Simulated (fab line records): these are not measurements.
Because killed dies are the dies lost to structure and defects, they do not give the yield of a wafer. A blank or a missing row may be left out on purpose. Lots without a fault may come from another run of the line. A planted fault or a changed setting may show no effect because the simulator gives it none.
Chamber matching || flow nand-harc || NHARC_P_M0_ETCH_34 on rie-diel-05 has 4 sister chambers
The step etches the open film in N2/H2, target depth 40 nm, overetch 12 nm, time 43.94 s. 18 wafers are shown with their chamber, then 9 later ones without.

WAFERS, EACH WITH ITS CHAMBER
{"wafer": "L076.2", "chamber": 0, "drypump-motor-current-A (A)": 5.8, "showerhead-plenum-p-Torr (Torr)": 2.06, "rf-vpp-V (V)": 430.6}
{"wafer": "L076.4", "chamber": 1, "drypump-motor-current-A (A)": 5.1, "showerhead-plenum-p-Torr (Torr)": 2.10, "rf-vpp-V (V)": 431.6}
{"wafer": "L076.6", "chamber": 0, "drypump-motor-current-A (A)": 5.8, "showerhead-plenum-p-Torr (Torr)": 2.06, "rf-vpp-V (V)": 431.5}
{"wafer": "L079.1", "chamber": 1, "drypump-motor-current-A (A)": 5.1, "showerhead-plenum-p-Torr (Torr)": 2.10, "rf-vpp-V (V)": 431.5}
{"wafer": "L079.2", "chamber": 2, "drypump-motor-current-A (A)": 5.5, "showerhead-plenum-p-Torr (Torr)": 2.07, "rf-vpp-V (V)": 432.5}
{"wafer": "L079.5", "chamber": 3, "drypump-motor-current-A (A)": 5.8, "showerhead-plenum-p-Torr (Torr)": 2.05, "rf-vpp-V (V)": 431.1}
{"wafer": "L080.3", "chamber": 2, "drypump-motor-current-A (A)": 5.4, "showerhead-plenum-p-Torr (Torr)": 2.08, "rf-vpp-V (V)": 431.7}
{"wafer": "L080.4", "chamber": 3, "drypump-motor-current-A (A)": 5.8, "showerhead-plenum-p-Torr (Torr)": 2.05, "rf-vpp-V (V)": 430.7}
{"wafer": "L080.5", "chamber": 3, "drypump-motor-current-A (A)": 5.8, "showerhead-plenum-p-Torr (Torr)": 2.05, "rf-vpp-V (V)": 431.9}
{"wafer": "L084.1", "chamber": 2, "drypump-motor-current-A (A)": 5.5, "showerhead-plenum-p-Torr (Torr)": 2.07, "rf-vpp-V (V)": 433.1}
{"wafer": "L084.2", "chamber": 0, "drypump-motor-current-A (A)": 5.8, "showerhead-plenum-p-Torr (Torr)": 2.06, "rf-vpp-V (V)": 431.8}
{"wafer": "L084.3", "chamber": 1, "drypump-motor-current-A (A)": 5.1, "showerhead-plenum-p-Torr (Torr)": 2.10, "rf-vpp-V (V)": 432.1}
{"wafer": "L084.4", "chamber": 3, "drypump-motor-current-A (A)": 5.8, "showerhead-plenum-p-Torr (Torr)": 2.05, "rf-vpp-V (V)": 430.2}
{"wafer": "L084.5", "chamber": 0, "drypump-motor-current-A (A)": 5.8, "showerhead-plenum-p-Torr (Torr)": 2.06, "rf-vpp-V (V)": 431.4}
{"wafer": "L084.6", "chamber": 3, "drypump-motor-current-A (A)": 5.8, "showerhead-plenum-p-Torr (Torr)": 2.05, "rf-vpp-V (V)": 430.1}
{"wafer": "L085.1", "chamber": 2, "drypump-motor-current-A (A)": 5.4, "showerhead-plenum-p-Torr (Torr)": 2.07, "rf-vpp-V (V)": 431.8}
{"wafer": "L085.2", "chamber": 0, "drypump-motor-current-A (A)": 5.8, "showerhead-plenum-p-Torr (Torr)": 2.06, "rf-vpp-V (V)": 430.6}
{"wafer": "L085.4", "chamber": 2, "drypump-motor-current-A (A)": 5.4, "showerhead-plenum-p-Torr (Torr)": 2.07, "rf-vpp-V (V)": 432.1}

SIGNATURES, as means of the wafers listed above
{"reading": "drypump-motor-current-A", "chamber 0": 5.800, "chamber 1": 5.100, "chamber 2": 5.440, "chamber 3": 5.800, "scatter within a chamber": 0.0293}
{"reading": "showerhead-plenum-p-Torr", "chamber 0": 2.0600, "chamber 1": 2.1000, "chamber 2": 2.0720, "chamber 3": 2.0500, "scatter within a chamber": 0.00239}
{"reading": "rf-vpp-V", "chamber 0": 431.180, "chamber 1": 431.733, "chamber 2": 432.240, "chamber 3": 430.800, "scatter within a chamber": 0.591}
Rule: a wafer lies at a distance from a chamber equal to the root of the sum of squares, over the readings, of (its reading less the chamber's mean, divided by the reading's scatter). If the next closest chamber is less than 2 further off than the closest, the wafer can't be placed; otherwise it belongs to the closest. The scatter: take each reading less its chamber's mean, square it, sum over the shown wafers, divide by the number of wafers less the number of chambers, and take the root.

WAFERS WITHOUT THEIR CHAMBER
{"wafer": "L086.1", "drypump-motor-current-A (A)": 5.4, "showerhead-plenum-p-Torr (Torr)": 2.07, "rf-vpp-V (V)": 429.8}
{"wafer": "L086.2", "drypump-motor-current-A (A)": 5.8, "showerhead-plenum-p-Torr (Torr)": 2.06, "rf-vpp-V (V)": 431.5}
{"wafer": "L086.4", "drypump-motor-current-A (A)": 5.8, "showerhead-plenum-p-Torr (Torr)": 2.04, "rf-vpp-V (V)": 429.6}
{"wafer": "L092.3", "drypump-motor-current-A (A)": 5.4, "showerhead-plenum-p-Torr (Torr)": 2.07, "rf-vpp-V (V)": 431.7}
{"wafer": "L092.4", "drypump-motor-current-A (A)": 5.8, "showerhead-plenum-p-Torr (Torr)": 2.04, "rf-vpp-V (V)": 430.7}
{"wafer": "L092.6", "drypump-motor-current-A (A)": 5.8, "showerhead-plenum-p-Torr (Torr)": 2.04, "rf-vpp-V (V)": 430.0}
{"wafer": "L095.1", "drypump-motor-current-A (A)": 5.4, "showerhead-plenum-p-Torr (Torr)": 2.07, "rf-vpp-V (V)": 432.0}
{"wafer": "L095.2", "drypump-motor-current-A (A)": 5.8, "showerhead-plenum-p-Torr (Torr)": 2.05, "rf-vpp-V (V)": 431.8}
{"wafer": "L095.4", "drypump-motor-current-A (A)": 5.1, "showerhead-plenum-p-Torr (Torr)": 2.09, "rf-vpp-V (V)": 431.6}

WHICH CHAMBER EACH ONE RAN IN
{"wafer": "L086.1", "from the rows above": 2, "in truth": 2}
{"wafer": "L086.2", "from the rows above": 0, "in truth": 0}
{"wafer": "L086.4", "from the rows above": 3, "in truth": 3}
{"wafer": "L092.3", "from the rows above": 2, "in truth": 2}
{"wafer": "L092.4", "from the rows above": 3, "in truth": 3}
{"wafer": "L092.6", "from the rows above": 3, "in truth": 3}
{"wafer": "L095.1", "from the rows above": 2, "in truth": 2}
{"wafer": "L095.2", "from the rows above": 3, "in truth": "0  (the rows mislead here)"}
{"wafer": "L095.4", "from the rows above": 1, "in truth": 1}
Placed correctly: 8 of 9. Not placeable from these rows: 0. Wrongly placed: 1.
